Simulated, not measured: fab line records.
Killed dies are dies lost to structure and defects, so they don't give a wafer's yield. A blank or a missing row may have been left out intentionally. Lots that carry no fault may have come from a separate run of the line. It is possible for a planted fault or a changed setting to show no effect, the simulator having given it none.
Chamber matching | flow nand_harc | NHARC_A_STAIRCASE_CMP_152 on cmp-02: 4 sister chambers
The step polishes. 18 wafers are shown with their chamber, then 9 later ones without.

== WAFERS PAIRED WITH THEIR CHAMBERS ==
wafer  | chamber | motor_current_A (A) | edge_zone_pressure_frac | slurry_flow_ml_min
L075.2 | 2       | 10.4                | 1.006                   | 149.6
L075.3 | 1       | 13.6                | 0.993                   | 150.4
L075.4 | 0       | 13.4                | 0.992                   | 150.3
L076.1 | 1       | 13.1                | 1.002                   | 150.1
L076.3 | 0       | 12.7                | 0.999                   | 150.5
L076.6 | 1       | 13.3                | 0.997                   | 150.1
L083.1 | 1       | 12.7                | 1.000                   | 148.9
L083.2 | 2       | 10.7                | 1.002                   | 150.1
L083.6 | 0       | 13.3                | 1.003                   | 150.2
L082.1 | 3       | 12.9                | 0.995                   | 149.9
L082.4 | 2       | 10.8                | 0.997                   | 150.2
L082.5 | 1       | 13.0                | 0.998                   | 149.4
L081.3 | 1       | 13.5                | 1.008                   | 151.0
L081.4 | 3       | 12.3                | 0.997                   | 149.5
L081.6 | 2       | 10.6                | 1.011                   | 149.7
L086.2 | 1       | 13.5                | 1.000                   | 149.3
L086.3 | 3       | 12.0                | 1.000                   | 150.7
L086.5 | 3       | 12.8                | 1.004                   | 150.3

SIGNATURES (means of the wafers above)
reading                 | chamber 0 | chamber 1 | chamber 2 | chamber 3 | scatter within a chamber
motor_current_A         | 13.133    | 13.243    | 10.625    | 12.500    | 0.333
edge_zone_pressure_frac | 0.99800   | 0.99971   | 1.00400   | 0.99900   | 0.00495
slurry_flow_ml_min      | 150.333   | 149.886   | 149.900   | 150.100   | 0.551
Rule: for a wafer and a chamber, the distance is found by dividing, reading by reading, the gap between the wafer's reading and the chamber's mean by the reading's scatter, squaring, summing and taking the root. If the next closest chamber is less than 2 further off than the closest, the wafer can't be placed; otherwise it belongs to the closest. The scatter: take each reading less its chamber's mean, square it, sum over the shown wafers, divide by the number of wafers less the number of chambers, and take the root.

== WAFERS MISSING THEIR CHAMBER ==
wafer  | motor_current_A (A) | edge_zone_pressure_frac | slurry_flow_ml_min
L085.2 | 10.8                | 0.989                   | 150.4
L085.3 | 13.1                | 0.995                   | 149.9
L085.6 | 10.6                | 0.993                   | 150.1
L093.1 | 13.2                | 1.000                   | 149.7
L093.3 | 12.3                | 0.994                   | 150.2
L093.4 | 13.0                | 0.997                   | 149.5
L096.1 | 12.6                | 0.989                   | 150.1
L096.2 | 10.9                | 0.995                   | 150.0
L096.4 | 12.3                | 1.009                   | 149.5

== EACH ONE'S CHAMBER ==
wafer  | from the rows above          | in truth
L085.2 | 2                            | 2
L085.3 | can't be placed: 0 or 1 or 3 | 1
L085.6 | 2                            | 2
L093.1 | can't be placed: 1 or 0 or 3 | 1
L093.3 | can't be placed: 3 or 0 or 1 | 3
L093.4 | can't be placed: 1 or 0 or 3 | 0
L096.1 | can't be placed: 3 or 0 or 1 | 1
L096.2 | 2                            | 2
L096.4 | can't be placed: 3 or 1 or 0 | 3
3 of 9 placed correctly. These rows do not allow placing 6 (true chamber among the candidates in 6). Placed wrongly: 0.
